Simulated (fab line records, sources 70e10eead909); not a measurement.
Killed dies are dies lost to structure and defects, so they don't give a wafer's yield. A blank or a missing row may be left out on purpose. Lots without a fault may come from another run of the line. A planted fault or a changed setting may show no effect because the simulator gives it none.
fab line records | flow nand_harc
record lots=6 wafers=18 last_day=24
route steps=1159 shown A_CONTACT@881
lots that met no fault: from a run of the same line without faults
start_h: hours from the record's first day to the start of the lot's first wafer shown | wait_h: hours since the lot's step before | " the same as in the row above | L1.1+2: a row that stands for several wafers | - no value, or no start given | * or withheld: withheld | < > ~ a bound
route shown NAME@n: a module of which the file shows steps, and the number in the route of the first | usual: mean/standard deviation of fault-free wafers | same: alike in all rows | chamber/n: place in a boat | sites: the reading at each site | _std_site: their standard deviation | _edge_site: outer sites' mean less inner sites' | radius_mm: how far each site lies from the wafer's centre | mask NAME#n: copy n | behind: the tool/chamber that last shaped the wafer | hold: why the lot was held/for how many hours/how that ended | device: the transistor (n, p or np) that didn't switch | end of line: the same wafers' tests at the end of the route | a step without rows: its recipe alone | killed: dies lost to structure and defects at the first sort, not the wafer's yield | map: a wafer's dies, x killed, . not, _ none there
set.NAME: the setting as run; set.NAME@STEP: as run at that earlier step | model.NAME: the simulator's own value behind a step, which no gauge read
lots at some steps of the route; a table a step, a row a wafer
services: from which hour (start_h, from the record's first day; less than 0 if before it) a tool's chamber was out of use, for how many hours, and why
## steps
# step NHARC_A_CONTACT_ETCH_102
# recipe target_depth_a=700 overetch_a=70 time_s=38.5 ion_energy_ev=100 cf4_flow_sccm=80 o2_flow_sccm=20 ar_flow_sccm=0 rf_w=300 bias_w=100 chemistry=CF4/O2
# usual drypump_motor_current_A=5.8/0.46 oes_product_au=1.000/0.012 rf_vpp_V=197.3/1.5 showerhead_plenum_p_Torr=1.31/0.065 throttle_valve_pct=13.398/0.0089
# columns lot.wafer tool chamber start_h wait_h drypump_motor_current_A oes_product_au rf_hours_counter_h rf_vpp_V showerhead_plenum_p_Torr throttle_valve_pct
L988.1 rie_diel-03 2 380.18 0.1 5.8 0.989 28 197.7 1.34 13.414
L988.2 " 3 " " 6.5 1.007 27 195.6 1.27 13.408
L988.4 " 0 " " 5.9 0.998 28 197.3 1.30 13.406
L986.2 rie_diel-13 0 385.77 0.1 6.1 1.007 33 195.4 1.26 13.391
L986.3 " 1 " " 6.0 0.986 42 196.0 1.29 13.408
L986.5 " 3 " " 6.1 0.997 - 200.9 1.42 13.396
L997.2 rie_diel-13 1 443.48 0.1 6.0 1.002 64 196.8 1.29 13.391
L997.3 " 2 " " 5.0 0.974 64 197.7 1.30 13.411
L997.5 " 0 " " 6.2 1.003 - 196.3 1.25 13.392
L998.2 rie_diel-03 1 448.99 0.2 5.4 1.004 10 199.8 1.42 13.412
L998.4 " 3 " " 6.5 1.007 - 196.9 1.27 13.397
L998.6 " 1 " " 5.4 0.992 - 198.9 1.42 13.415
L103.1 rie_diel-03 2 496.81 0.1 5.8 0.998 19 198.3 1.34 13.393
L103.3 " 3 " " 6.5 0.992 19 197.5 1.27 13.390
L103.6 " 2 " " 5.8 0.983 - 196.9 1.34 13.397
L105.2 rie_diel-03 1 517.01 0.1 5.4 1.014 22 200.1 1.42 13.401
L105.4 " 0 " " 5.8 1.002 17 197.3 1.29 13.394
L105.6 " 2 " " 5.8 1.007 - 197.9 1.34 13.393
# step NHARC_A_CONTACT_STRIP_55
# recipe o2_flow_sccm=500 ar_flow_sccm=0 bias_w=0 chemistry=O2
# usual drypump_motor_current_A=5.8/0.47 oes_product_au=0.998/0.012 rf_vpp_V=57.7/0.93 showerhead_plenum_p_Torr=3.46/0.16 throttle_valve_pct=17.038/0.0093
# columns lot.wafer tool chamber start_h wait_h drypump_motor_current_A oes_product_au rf_hours_counter_h rf_vpp_V showerhead_plenum_p_Torr throttle_valve_pct
L988.4 rie_diel-03 2 - - 5.8 1.001 28 57.5 3.54 17.037
L988.2 " 0 " " 5.9 0.988 29 57.8 3.43 17.064
L988.1 " 1 " " 5.4 0.993 28 58.1 3.75 17.033
L986.2 rie_diel-13 3 - - 6.1 0.992 41 55.9 3.75 17.030
L986.3 " 1 " " 6.0 0.982 42 57.0 3.42 17.048
L986.5 " 2 " " 5.0 0.977 - 58.3 3.44 17.023
L997.3 rie_diel-13 2 - - 5.0 0.972 64 57.2 3.43 17.028
L997.2 " 3 " " 6.1 1.006 61 56.8 3.74 17.034
L997.5 " 3 " " 6.2 0.994 - 60.3 3.74 17.033
L998.2 rie_diel-03 1 - - 5.4 1.012 10 58.0 3.75 17.036
L998.4 " 2 " " 5.9 0.996 - 58.3 3.54 17.042
L998.6 " 3 " " 6.5 0.996 - 59.2 3.36 17.028
L103.3 rie_diel-03 0 - - 5.8 0.993 14 56.5 3.42 17.031
L103.1 " 1 " " 5.4 1.015 19 58.9 3.74 17.043
L103.6 " 3 " " 6.5 0.996 - 57.9 3.35 17.035
L105.2 rie_diel-03 1 - - 5.4 1.006 22 58.2 3.74 17.059
L105.4 " 0 " " 5.9 1.003 17 57.8 3.42 17.044
L105.6 " 1 " " 5.4 1.013 - 58.9 3.74 17.027
# step NHARC_A_CONTACT_STRIP_56
# recipe time_s=600 temp_c=30 chemistry=post_etch_residue_remover
# step NHARC_A_CONTACT_DEP_57
# recipe target_thk_a=28000 temp_c=400 material=aC
# usual throttle_valve_pct=35.000/0.009
# columns lot.wafer tool chamber start_h wait_h throttle_valve_pct
L988.1 acl_dep-02 0 381.02 - 34.984
L988.2 " 0 " " 34.994
L988.4 " 0 " " 34.992
L986.2 acl_dep-01 0 388.35 - 35.006
L986.3 " 0 " " 34.999
L986.5 " 0 " " 34.994
L997.2 acl_dep-03 0 444.76 - 34.992
L997.3 " 0 " " 35.020
L997.5 " 0 " " 34.995
L998.2 acl_dep-01 0 450.17 - 35.007
L998.4 " 0 " " 34.994
L998.6 " 0 " " 35.015
L103.1 acl_dep-01 0 497.46 - 34.996
L103.3 " 0 " " 35.009
L103.6 " 0 " " 35.007
L105.2 acl_dep-02 0 517.95 - 35.014
L105.4 " 0 " " 35.000
L105.6 " 0 " " 34.998
# step NHARC_A_CONTACT_DEP_58
# recipe target_thk_a=600 target_thk_nm=60 temp_c=400 pressure_torr=3.5 flow_sccm=200 rf_w=350 material=SiON
# usual heater_power_w=780/99
# columns lot.wafer tool chamber start_h wait_h heater_power_w
L988.2 pecvd-02 2 382.98 1.4 759
L988.1 " 1 " " 810
L988.4 " 0 " " 775
L986.3 pecvd-02 0 389.79 0.9 868
L986.2 " 1 " " 730
L986.5 " 0 " " 889
L997.2 pecvd-02 2 446.29 1.2 786
L997.3 " 0 " " 791
L997.5 " 0 " " 776
L998.2 pecvd-02 0 451.66 1.2 889
L998.6 " 1 " " 774
L998.4 " 2 " " 743
L103.1 pecvd-02 1 499.23 1.5 773
L103.3 " 2 " " 797
L103.6 " 0 " " 847
L105.2 pecvd-03 2 519.43 1.2 821
L105.4 " 0 " " 813
L105.6 " 1 " " 596
# step NHARC_A_CONTACT_DEHYDRATE_59
# recipe temp_c=150 time_s=120
# step NHARC_A_CONTACT_HMDS_60
# recipe time_s=30
# step NHARC_A_CONTACT_COAT_61
# recipe temp_c=260 time_s=75
# step NHARC_A_CONTACT_COAT_62
# recipe temp_c=225 time_s=65
# step NHARC_A_CONTACT_COAT_63
# recipe spin_rpm=1500 resist_thk_nm=90
# step NHARC_A_CONTACT_SOFTBAKE_64
# recipe temp_c=105 time_s=55
# step NHARC_A_CONTACT_EBR_65
# step NHARC_A_CONTACT_EXPOSE_66
# recipe na=1.35 sigma_outer=0.8 dose_mj=59.02 mask_id=A_CC_2
# usual stage_vel_mm_s=500.04/0.26
# same na=1.35
# columns lot.wafer tool chamber start_h wait_h mask stage_vel_mm_s model.A_CONTACT.overlay_x_nm
L988.1 arfi_scanner-01 0 383.43 - A_CC_2#0 499.79 -0.01064
L988.2 " 0 " " A_CC_2#0 499.64 -0.01064
L988.4 " 0 " " A_CC_2#0 499.59 -0.01064
L986.2 arfi_scanner-02 0 390.26 - A_CC_2#0 499.78 -0.5816
L986.3 " 0 " " A_CC_2#0 499.79 -0.5816
L986.5 " 0 " " A_CC_2#0 500.27 -0.5816
L997.2 arfi_scanner-02 0 446.72 - A_CC_2#0 500.45 23.76
L997.3 " 0 " " A_CC_2#0 500.26 23.76
L997.5 " 0 " " A_CC_2#0 499.91 23.76
L998.2 arfi_scanner-02 0 452.15 - A_CC_2#0 499.89 23.32
L998.4 " 0 " " A_CC_2#0 499.92 23.32
L998.6 " 0 " " A_CC_2#0 499.99 23.32
L103.1 arfi_scanner-01 0 499.78 - A_CC_2#0 499.58 0.4389
L103.3 " 0 " " A_CC_2#0 499.61 0.4389
L103.6 " 0 " " A_CC_2#0 499.61 0.4389
L105.2 arfi_scanner-03 0 520.01 - A_CC_2#0 500.43 -1.484
L105.4 " 0 " " A_CC_2#0 500.12 -1.484
L105.6 " 0 " " A_CC_2#0 499.96 -1.484
# step NHARC_A_CONTACT_PEB_67
# recipe peb_temp_c=100 peb_time_s=65
# step NHARC_A_CONTACT_DEVELOP_68
# recipe develop_time_s=35 dev_temp_c=23
# step NHARC_A_CONTACT_CD_MEAS_69
# recipe target_cd_nm=200 landing_energy_ev=500
# usual cd_nm=200.3/0.69
# columns lot.wafer tool chamber start_h wait_h cd_nm
L988.1 cd_sem-03 0 383.57 - 199.5
L988.2 " 0 " " 200.4
L988.4 " 0 " " 199.8
L986.2 cd_sem-03 0 390.40 - 201.6
L986.3 " 0 " " 200.5
L986.5 " 0 " " 201.0
L997.2 cd_sem-02 0 446.86 - 199.9
L997.3 " 0 " " 200.8
L997.5 " 0 " " 200.3
L998.2 cd_sem-03 0 452.29 - 200.5
L998.4 " 0 " " 199.5
L998.6 " 0 " " 200.5
L103.1 cd_sem-02 0 499.92 - 200.1
L103.3 " 0 " " 199.9
L103.6 " 0 " " 200.7
L105.2 cd_sem-03 0 520.15 - 201.6
L105.4 " 0 " " 201.1
L105.6 " 0 " " 201.4
# step NHARC_A_CONTACT_OVL_MEAS_70
# usual overlay_x_nm=-0.2/0.7 overlay_y_nm=0.1/0.75
# columns lot.wafer tool chamber start_h wait_h overlay_x_nm overlay_y_nm
L988.1 overlay-02 - 383.66 - 0.1 -0.9
L988.2 " - " " 0.1 -1.2
L988.4 " - " " -0.2 -0.9
L986.2 overlay-02 - 390.48 - -0.7 0.1
L986.3 " - " " -0.9 0.0
L986.5 " - " " -0.9 -0.9
L997.2 overlay-01 - 446.95 - 24.1 -0.6
L997.3 " - " " 23.5 -0.3
L997.5 " - " " 23.9 -0.4
L998.2 overlay-01 - 452.37 - 23.0 -0.8
L998.4 " - " " 23.3 -0.9
L998.6 " - " " 23.6 -0.8
L103.1 overlay-01 - 500.01 - 0.4 0.4
L103.3 " - " " 0.3 -0.1
L103.6 " - " " 0.0 0.2
L105.2 overlay-02 - 520.24 - -1.7 0.1
L105.4 " - " " -1.9 0.1
L105.6 " - " " -1.2 -0.3
# step NHARC_A_CONTACT_INSPECT_71
# usual raw_defect_count=30/15
# columns lot.wafer tool chamber start_h wait_h raw_defect_count
L988.1 defect_inspect-02 - 383.70 0.0 12
L988.2 " - " " 8
L988.4 " - " " 6
L986.2 defect_inspect-01 - 390.52 0.0 32
L986.3 " - " " 23
L986.5 " - " " 43
L997.2 defect_inspect-01 - 446.98 0.0 17
L997.3 " - " " 37
L997.5 " - " " 36
L998.2 defect_inspect-02 - 452.41 0.0 5
L998.4 " - " " 7
L998.6 " - " " 9
L103.1 defect_inspect-02 - 500.06 0.1 40
L103.3 " - " " 48
L103.6 " - " " 50
L105.2 defect_inspect-01 - 520.27 0.0 34
L105.4 " - " " 42
L105.6 " - " " 42
## services
# columns tool chamber start_h hours kind
arfi_scanner-01 - 368.00 4.0 pm
rie_diel-03 0 371.31 - clean
rie_diel-03 1 371.31 - clean
rie_diel-03 2 371.31 - clean
rie_diel-03 3 371.31 - clean
rie_diel-03 - 392.31 9.0 pm
rie_diel-03 0 392.31 9.0 vent_cycle
rie_diel-03 1 392.31 9.0 vent_cycle
acl_dep-03 - 404.93 13.0 pm
pecvd-02 - 422.12 0.9 repair
arfi_scanner-02 - 428.00 4.0 pm
rie_diel-03 0 443.50 13.9 repair
arfi_scanner-02 - 452.83 0.9 repair
rie_diel-13 - 453.05 9.0 pm
rie_diel-03 3 454.87 3.4 repair
arfi_scanner-01 - 459.11 5.2 repair
acl_dep-02 - 459.34 0.9 repair
pecvd-03 - 473.46 13.0 pm
acl_dep-01 - 476.77 13.0 pm
arfi_scanner-03 - 484.00 4.0 pm
rie_diel-13 3 489.67 2.4 repair
arfi_scanner-03 - 496.35 0.2 repair
arfi_scanner-03 - 499.11 3.7 repair
pecvd-02 - 515.29 13.0 pm
## key
first_sign step=NHARC_A_CONTACT_OVL_MEAS_70 reading=overlay_x_nm direction=up sigmas=34 usual=-0.2 struck=23.6
effect none on later readings
model_effect step=NHARC_A_CONTACT_EXPOSE_66 value=A_CONTACT.overlay_x_nm without=-0.1599 struck=23.54
met_at NHARC_A_CONTACT_EXPOSE_66
struck_wafers L997.2,L997.3,L997.5,L998.2,L998.4,L998.6
tester_left_out L997,L998
onset_between 390.26 446.72
fault kind=scanner_matching_overlay tool=arfi_scanner-02 chamber=- onset_h=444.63 steps=NHARC_A_CONTACT_EXPOSE_66 offset=23.696
# tester_left_out: of these lots the tester's yield and bins aren't shown, on N5 and GAA mostly nor the transistor test; their killed dies are dies lost to structure and defects alone, not to doping, threshold or leakage, so they don't give the yield
